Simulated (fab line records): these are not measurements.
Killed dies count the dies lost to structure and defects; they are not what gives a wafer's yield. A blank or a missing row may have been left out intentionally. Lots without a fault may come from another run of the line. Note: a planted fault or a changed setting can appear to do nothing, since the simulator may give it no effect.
Matching of chambers | flow nand-harc | 4 sister chambers for NHARC_P_CONTACT_ALD_22 on ald-metal-03
The step deposits TiN, target thk 3 nm, pulse time 1 s, ald cycles 150. 4 wafers are shown with their chamber, then 7 later ones without.

WAFERS, EACH WITH ITS CHAMBER
wafer  | chamber | heater-power-w (W)
L087.2 | 2       | 969
L091.1 | 1       | 1261
L094.1 | 0       | 1128
L094.2 | 3       | 883

WAFERS WITH NO CHAMBER GIVEN
wafer  | heater-power-w (W)
L094.3 | 1246
L094.4 | 1007
L094.5 | 1086
L094.6 | 1233
L095.1 | 998
L095.3 | 1135
L095.5 | 866

EACH ONE'S CHAMBER
wafer  | from the rows above | in truth
L094.3 | 1                   | 1
L094.4 | 2                   | 2
L094.5 | 0                   | 0
L094.6 | 1                   | 1
L095.1 | 2                   | 2
L095.3 | 0                   | 0
L095.5 | 3                   | 3
Correct placement for 7 of the 7. Not placeable from these rows: 0. Placed wrongly: 0.
How it was worked out, from the rows above alone: a wafer's distance from a chamber is the root of the sum, over the readings, of the square of ((its reading less the chamber's mean) divided by the reading's scatter). The wafer belongs to the nearest chamber; if the next one is less than 2 further off, it can't be placed. A chamber's mean is the mean of its shown wafers. The scatter (one wafer shown for each chamber): square how far every hidden wafer sits from the nearest shown wafer, average those squares and take the square root.
